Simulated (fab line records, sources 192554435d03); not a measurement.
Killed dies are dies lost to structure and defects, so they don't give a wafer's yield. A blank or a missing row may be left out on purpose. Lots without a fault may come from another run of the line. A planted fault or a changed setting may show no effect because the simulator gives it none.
A struck lot beside a sound one | flow n5_finfet | 38 steps out of a route of 1938
Sound: wafers L310.1, L310.3, L310.4. Struck: wafers L316.3, L316.5. (L316.4 of the same lot was not struck and is left out.) The cause comes at the end.
At each step with rows: each side's tool, then ch and its chambers, then its first start. Under that, the readings that differ: sound wafers | struck wafers | difference of the means | sigmas: that difference in standard deviations of wafers without a fault.
alike: readings whose means differ by less than 2 such deviations, and words and numbers that are the same on both sides. not compared: withheld readings, readings that some wafer has no value for, bounds like >300 that may hide the same value, and numbers for which the record gives no deviation and whose values overlap.
The two part at a step that has a row with sigmas, a row that says differs or no value, or rows on one side only. Numbers that don't overlap but have no deviation are shown without sigmas and don't part them. A reading that every wafer of one side lacks parts them only if that side has two wafers or more.

first, 9 steps without rows for these wafers: N5_BEOL_M11_PEB_26 (peb time 60 s); N5_BEOL_M11_DEVELOP_27 (develop time 30 s); N5_BEOL_M11_DESCUM_33 (chemistry O2, time 7.9 s); N5_BEOL_M11_ETCH_65 (etches SiARC in CF4, target depth 39 nm, time 65 s); N5_BEOL_M11_ETCH_66 (etches SOC in N2/H2, target depth 120 nm, overetch 24 nm, time 180 s); N5_BEOL_M11_STRIP_69 (strips in N2/H2); N5_BEOL_M11_VIA_ETCH_34 (etches SiCOH lowk in C4F6/O2, target depth 184.5 nm, time 69.2 s); N5_BEOL_M11_STRIP_73 (strips in C4F6/O2); N5_BEOL_M11_STRIP_36 (strips in N2/H2).
N5_BEOL_M11_TRENCH_ETCH_37: etches SiCOH lowk in C4F6/O2, target depth 148.83 nm, time 48 s.
  sound on rie_diel-05 ch 0,1,3, day 14 03:36; struck on rie_diel-05 ch 1, day 15 11:47
  reading                              | sound             | struck      | difference | sigmas
  oes_f_703_au (a.u.)                  | 0.82 0.85 0.68    | 1.06 1.06   | +0.28      | +3
  oes_o_777_au (a.u.)                  | 0.81 0.85 0.68    | 1.02 1.02   | +0.24      | +3
  rf_fwd_power_W (W)                   | 341.8 339.8 343.6 | 423.1 423.7 | +81.7      | +58
  rf_vpp_V (V)                         | 665 682 675       | 596 597     | -78        | -9
  model.BEOL_M11.feature_depth_nm (nm) | 151.4 149 148.6   | 161.4 160   | +11.0      |
  model.etch.depth_nm (nm)             | 151.4 149 148.7   | 161.3 159.9 | +10.9      |
  alike: drypump_motor_current_A, oes_product_au, showerhead_plenum_p_Torr, throttle_valve_pct
  not compared: rf_hours_counter_h
then, 2 steps without rows for these wafers: N5_BEOL_M11_ETCH_41 (etches SiCN in CH3F/O2, target depth 42.6 nm, time 86 s); N5_BEOL_M11_STRIP_77 (strips in N2/H2, time 10 s).
N5_BEOL_M11_OCD_MEAS_38:
  sound on ocd-01, day 14 03:47; struck on ocd-02, day 15 11:59
  reading              | sound             | struck      | difference | sigmas
  trench_depth_nm (nm) | 151.8 149.0 148.7 | 161.2 159.8 | +10.7      | +4
then, 13 steps without rows for these wafers: N5_BEOL_M11_HM_STRIP_39 (strips TiN in peroxide tin strip, target depth 25 nm, time 158 s); N5_BEOL_M11_SRD_40 (time 30 s); N5_BEOL_M11_PRECLEAN_42 (cleans in residue remover, time 60 s); N5_BEOL_M11_SRD_43 (time 30 s); N5_BEOL_M11_CURE_72 (cures SiCOH lowk, time 120 s); N5_BEOL_M11_DEGAS_44 (time 60 s); N5_BEOL_M11_PRE_CLEAN_45 (time 30 s); N5_BEOL_M11_ALD_74 (deposits TaN, target thk 2 nm, pulse time 2 s, purge time 3 s); N5_BEOL_M11_SURFACE_TREAT_76; N5_BEOL_M11_CVD_75 (deposits Co from CCTBA/H2, target thk 2 nm, time 138.9 s); N5_BEOL_M11_SPUTTER_48 (material Cu, target thk 12 nm, time 2 s); N5_BEOL_M11_ECD_50 (material Cu, target thk 318 nm); N5_BEOL_M11_ANNEAL_51 (time 90 s).
N5_BEOL_M11_CMP_52: polishes, stops on SiCOH lowk, t overpolish 7 s, target thk 140 nm.
  sound on cmp-03 ch 0,2,3, day 14 06:27; struck on cmp-03 ch 1, day 15 15:08
  reading                                 | sound           | struck      | difference | sigmas
  model.Cu_of_BEOL_M11_ECD_50.thk_nm (nm) | 141.8 139.6 139 | 151.6 150.6 | +11.0      |
  alike: barrier_field_endpoint_s, clearing_platen_down_force_psi, motor_current_A, overpolish_run_s, time_to_endpoint_s
N5_BEOL_M11_THK_MEAS_53: measures by xrf.
  sound on film_metro-01, day 14 06:45; struck on film_metro-02, day 15 15:26
  reading      | sound       | struck  | difference | sigmas
  M11_THK (nm) | 141 139 138 | 149 149 | +10        | +3
then, 2 steps without rows for these wafers: N5_BEOL_M11_PRE_CLEAN_55 (time 15 s); N5_BEOL_M11_DEP_56 (deposits SiCN from 3MS/NH3, target thk 30 nm, time 10.5 s).
N5_BEOL_M11_RS_MEAS_57: measures by four-point-probe.
  sound on film_metro-01, day 14 06:52; struck on film_metro-02, day 15 15:33
  reading         | sound             | struck      | difference | sigmas
  M11_RS (ohm/sq) | 0.149 0.151 0.152 | 0.138 0.139 | -0.012     | -3
then, 5 steps without rows for these wafers: N5_BEOL_M12_ILD_DEP_00 (deposits SiOC from DEMS/O2, target thk 658.92 nm, time 130.7 s); N5_BEOL_M12_COAT_58 (time 60 s, resist thk 89 nm); N5_BEOL_M12_COAT_04 (resist thk 400 nm); N5_BEOL_M12_EBR_06; N5_BEOL_M12_SOFTBAKE_05 (time 60 s).
N5_BEOL_M15_RC_MEAS_101:
  sound on prober-01 ch 0, day 15 06:29; struck on prober-02 ch 0, day 16 21:27
  reading                    | sound                   | struck          | difference | sigmas
  COMB_M14 (S/m)             | 4.4e-12 5.2e-12 4.7e-12 | 2.9e-12 2.6e-12 | -2.0e-12   | -2
  COMB_M8 (S/m)              | 3.9e-11 3.1e-11 3.6e-11 | 2e-11 2.1e-11   | -1e-11     | -3
  SERP_M11 (ohm/um)          | 3.03 3.09 3.14          | 2.81 2.82       | -0.27      | -3
  SERP_M11_max_site (ohm/um) | 3.08 3.20 3.25          | 2.91 2.89       | -0.28      | -3
  SERP_M9 (ohm/um)           | 3.20 3.16 3.09          | 2.90 2.96       | -0.22      | -2
  alike: COMB_M10, COMB_M11, COMB_M12, COMB_M13, COMB_M14_max_site, COMB_M15, COMB_M5, COMB_M6, COMB_M7, COMB_M9, SERP_M10, SERP_M12, SERP_M13, SERP_M14, SERP_M5, SERP_M6, SERP_M7, SERP_M7_max_site, SERP_M8
N5_PASSIVATION_PROBE_49:
  the record has rows for the sound wafers here (prober-02, day 15 19:52) and none for the struck ones

WHERE THEY PART
First at N5_BEOL_M11_TRENCH_ETCH_37; last, within this record, at N5_PASSIVATION_PROBE_49.

WHY: what the simulator had put in
Process parameter drift: rie_diel-05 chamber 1, from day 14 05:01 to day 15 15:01, at N5_BEOL_M11_TRENCH_ETCH_37. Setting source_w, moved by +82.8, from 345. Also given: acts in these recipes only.
